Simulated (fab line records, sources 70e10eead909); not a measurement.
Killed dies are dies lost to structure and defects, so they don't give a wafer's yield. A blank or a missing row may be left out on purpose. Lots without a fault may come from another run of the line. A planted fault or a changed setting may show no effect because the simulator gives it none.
Which tool did it? | flow nand_harc | 6 lots, 18 wafers sampled, at 5 steps of a route of 1302

WHAT THE GAUGES READ, wafer by wafer
NHARC_END_SORT_01.
lot  | measured     | on        | killed_at_array
L635 | day 26 06:21 | prober-01 | 103 667 83

WHICH TOOL RAN EACH LOT (tool, then ch and the chambers of the sampled wafers, then the start)
lot  | NHARC_A_BLC_ETCH_18                           | NHARC_A_BLC_STRIP_29               | NHARC_A_BLC_PVD_32                      | NHARC_A_BLC_ALD_23
L632 | rie_diel-07 ch 0,2, day 23 06:35 or earlier   | rie_diel-11 ch 0,1,3, day 23 06:35 | pvd_sputter-02, day 23 07:25 or earlier | ald_metal-03 ch 1,3, day 23 07:25
L635 | rie_diel-07 ch 2,3, day 24 09:41 or earlier   | rie_diel-11 ch 0,1,3, day 24 09:41 | pvd_sputter-01, day 24 10:28 or earlier | ald_metal-03 ch 0,2,3, day 24 10:28
L645 | rie_diel-07 ch 0,1,2, day 29 21:25 or earlier | rie_diel-07 ch 0,3, day 29 21:25   | pvd_sputter-01, day 29 22:14 or earlier | ald_metal-01 ch 0,1,3, day 29 22:14
L647 | rie_diel-11 ch 1,2,3, day 30 11:05 or earlier | rie_diel-11 ch 0,3, day 30 11:05   | pvd_sputter-02, day 30 12:01 or earlier | ald_metal-03 ch 0,1,2, day 30 12:01
L650 | rie_diel-07 ch 0,2,3, day 30 17:12 or earlier | rie_diel-07 ch 1,2, day 30 17:12   | pvd_sputter-01, day 30 18:01 or earlier | ald_metal-02 ch 0,2,3, day 30 18:01
L652 | rie_diel-07 ch 2,3, day 31 12:37 or earlier   | rie_diel-07 ch 0,1, day 31 12:37   | pvd_sputter-01, day 31 13:26 or earlier | ald_metal-03 ch 0,3, day 31 13:26
- NHARC_A_BLC_ETCH_18: etches the open film in C4F8/O2/Ar, target depth 910 nm.
- NHARC_A_BLC_STRIP_29: strips in CF4.
- NHARC_A_BLC_PVD_32: deposits Ti, target thk 5 nm, time 17.7 s.
- NHARC_A_BLC_ALD_23: deposits TiN, target thk 3 nm, pulse time 1 s, ald cycles 150.

THE ANSWER, worked out from the rows above alone
Rule: what is usual is taken from the lots themselves. Put in order of their means at a reading, lots are off if they are a third of the lots or fewer, leave a main group of 4 or more, and stand apart from it by a gap of 3 or more times the standard deviation of the main group's means; of several such gaps the widest counts. A main group whose means are all the same, to the digits that the tables above print for the reading, isn't used. A lot without any number at a reading at which 4 lots or more have one is off too. The other lots that the step has rows for count as sound.
No lot is off at any reading shown: from this, nothing can be told.

WHAT THE SIMULATOR HAD PUT IN
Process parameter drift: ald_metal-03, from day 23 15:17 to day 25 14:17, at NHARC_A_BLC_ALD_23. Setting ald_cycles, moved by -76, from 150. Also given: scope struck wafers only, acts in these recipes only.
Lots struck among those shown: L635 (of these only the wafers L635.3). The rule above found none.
